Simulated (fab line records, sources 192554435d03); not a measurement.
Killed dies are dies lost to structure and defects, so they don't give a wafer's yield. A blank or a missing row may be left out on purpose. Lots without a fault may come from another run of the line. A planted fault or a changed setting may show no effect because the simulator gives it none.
Split-lot experiment | flow n5_finfet | 7 lots, 39 wafers read, on a route of 1938 steps

THE SPLIT
At N5_BEOL_M8_DEVELOP_10 (develop time 30 s), the setting develop_time_s was moved away from the recipe's 30 s on 15 of the 39 wafers read, by -56.3% to +34.9%. The other wafers ran this setting at the recipe's value.

FROM THE SPLIT TO THE READING: what the file shows between them, 13 steps
- N5_BEOL_M8_CD_MEAS_11: target cd 38.5 nm
- N5_BEOL_M8_DESCUM_16: chemistry O2, time 7.9 s
- N5_BEOL_M8_ETCH_61: etches SiARC in CF4, target depth 45.5 nm, time 75.8 s
- N5_BEOL_M8_ETCH_62: etches SOC in N2/H2, target depth 110 nm, overetch 22 nm, time 165 s
- N5_BEOL_M8_STRIP_68: strips in N2/H2
- N5_BEOL_M8_STRIP_67: strips in CF4
- N5_BEOL_M8_HM_OPEN_17: chemistry Cl2/BCl3, target TiN, target depth 20 nm, overetch 6 nm
- N5_BEOL_M8_STRIP_19: strips in O2
- N5_BEOL_M8_CD_MEAS_18: pitch 80 nm, target cd 40 nm
- N5_BEOL_M8_COAT_63: time 60 s, resist thk 60 nm
- N5_BEOL_M8_COAT_64: time 60 s, resist thk 12 nm
- N5_BEOL_M8_PRECLEAN_42: cleans in residue remover, time 60 s
- N5_BEOL_M8_SRD_43: time 30 s

THE READING
cd_nm, in nm, at N5_BEOL_M8_CD_MEAS_35 (target cd 40 nm). Fault-free wafers of this fab line usually give 39.9 nm, standard deviation 0.44 nm.

wafer  | tool, chamber at the split | develop_time_s as run, s | against the recipe | cd_nm, nm | against lot-mates on the recipe
L076.1 | litho_track-05, 0          | 30                       | recipe             | 39.9      | -
L076.2 | litho_track-05, 0          | 30                       | recipe             | 40.1      | -
L076.3 | litho_track-05, 0          | 30                       | recipe             | 39.9      | -
L076.4 | litho_track-05, 0          | 30                       | recipe             | 40.4      | -
L076.5 | litho_track-05, 0          | 30                       | recipe             | 40.4      | -
L076.6 | litho_track-05, 0          | 30                       | recipe             | 40.4      | -
L081.2 | litho_track-03, 0          | 30                       | recipe             | 40.3      | -
L081.3 | litho_track-03, 0          | 30                       | recipe             | 40.0      | -
L081.6 | litho_track-03, 0          | 30                       | recipe             | 39.5      | -
L080.1 | litho_track-05, 0          | 30                       | recipe             | 40.1      | -
L080.2 | litho_track-05, 0          | 40.48                    | +34.9%             | 41.7      | +1.6
L080.3 | litho_track-05, 0          | 30                       | recipe             | 40.0      | -
L080.4 | litho_track-05, 0          | 40.48                    | +34.9%             | 40.8      | +0.7
L080.5 | litho_track-05, 0          | 30                       | recipe             | 40.2      | -
L080.6 | litho_track-05, 0          | 40.48                    | +34.9%             | 41.3      | +1.2
L084.1 | litho_track-03, 0          | 30                       | recipe             | 40.1      | -
L084.2 | litho_track-03, 0          | 40.18                    | +33.9%             | 41.1      | +1.0
L084.3 | litho_track-03, 0          | 30                       | recipe             | 39.9      | -
L084.4 | litho_track-03, 0          | 40.18                    | +33.9%             | 41.2      | +1.1
L084.5 | litho_track-03, 0          | 30                       | recipe             | 40.3      | -
L084.6 | litho_track-03, 0          | 40.18                    | +33.9%             | 42.0      | +1.9
L085.1 | litho_track-03, 0          | 13.1                     | -56.3%             | 37.1      | -3.2
L085.2 | litho_track-03, 0          | 30                       | recipe             | 40.2      | -
L085.3 | litho_track-03, 0          | 30                       | recipe             | 40.2      | -
L085.4 | litho_track-03, 0          | 13.1                     | -56.3%             | 36.5      | -3.8
L085.5 | litho_track-03, 0          | 30                       | recipe             | 40.4      | -
L085.6 | litho_track-03, 0          | 13.1                     | -56.3%             | 37.1      | -3.2
L095.1 | litho_track-02, 0          | 13.41                    | -55.3%             | 36.7      | -3.2
L095.2 | litho_track-02, 0          | 30                       | recipe             | 40.1      | -
L095.3 | litho_track-02, 0          | 30                       | recipe             | 39.7      | -
L095.4 | litho_track-02, 0          | 30                       | recipe             | 39.9      | -
L095.5 | litho_track-02, 0          | 13.41                    | -55.3%             | 37.2      | -2.7
L095.6 | litho_track-02, 0          | 13.41                    | -55.3%             | 36.3      | -3.6
L097.1 | litho_track-03, 0          | 30                       | recipe             | 39.7      | -
L097.2 | litho_track-03, 0          | 30                       | recipe             | 40.0      | -
L097.3 | litho_track-03, 0          | 35.34                    | +17.8%             | 39.8      | -0.3
L097.4 | litho_track-03, 0          | 35.34                    | +17.8%             | 40.2      | +0.1
L097.5 | litho_track-03, 0          | 35.34                    | +17.8%             | 40.0      | -0.1
L097.6 | litho_track-03, 0          | 30                       | recipe             | 40.5      | -

THE FIT
A straight line over all 39 wafers: cd_nm changes by +0.0499 nm for each +1% of develop_time_s; r = +0.95; the points scatter about the line by 0.43 nm.
The same after taking each lot's own level away (the mean of its wafers on the recipe; 39 wafers): +0.0498 nm for each +1%; r = +0.95; scatter 0.42 nm.
On that fit, the largest move of develop_time_s shifts the reading by 2.8 nm.
The lots' own levels span 39.90 to 40.27 nm, that is 0.8 times the standard deviation above.
So the lot-to-lot level changes the slope little: the two slopes agree.
Check: with one of the wafers moved furthest among these (-56.3%) left out of the fit, the line predicts -3 nm for it against its lot-mates. It came out at -3.17 nm against them.

OTHER SPLITS ON THESE WAFERS
These wafers also went through other splits before the reading. Each is held against what the fit with the lots' levels taken away leaves over:
other split on the same wafers             | wafers away from the commonest value | r with cd_nm (lot level and that fit taken away)
N5_SD_EPI_N_ETCH_45 target_depth_a         | 15                                   | +0.05
N5_MOL_CONTACT_COAG_ETCH_15 target_depth_a | 15                                   | +0.01
N5_BEOL_M1_VIA_ETCH_34 target_depth_a      | 9                                    | -0.23
N5_BEOL_M3_ETCH_41 target_depth_a          | 15                                   | -0.06
N5_BEOL_M6_DEP_56 time_s                   | 9                                    | -0.04

THE WHOLE CHAIN: every reading that the file lists as answering this split, in the file's order
step                  | what it does                                                      | reading                                                               | change (the file's fit)                | r (the file's)
N5_BEOL_M8_CD_MEAS_11 | target cd 38.5 nm                                                 | cd_nm                                                                 | +0.0533 nm for each +1% of the setting | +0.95
N5_BEOL_M8_ETCH_61    | etches SiARC in CF4, target depth 45.5 nm, time 75.8 s            | BEOL_M8.cd_offset_nm (the simulator's own value, which no gauge read) | +0.0512 nm for each +1% of the setting | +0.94
N5_BEOL_M8_HM_OPEN_17 | chemistry Cl2/BCl3, target TiN, target depth 20 nm, overetch 6 nm | BEOL_M8.cd_offset_nm (the simulator's own value, which no gauge read) | +0.0504 nm for each +1% of the setting | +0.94
N5_BEOL_M8_CD_MEAS_18 | pitch 80 nm, target cd 40 nm                                      | cd_nm                                                                 | +0.0507 nm for each +1% of the setting | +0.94
N5_BEOL_M8_CD_MEAS_35 | target cd 40 nm                                                   | cd_nm                                                                 | +0.05 nm for each +1% of the setting   | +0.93

THE FILE'S OWN FIT
cd_nm changes by +0.05 nm for each +1% of develop_time_s, r = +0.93.
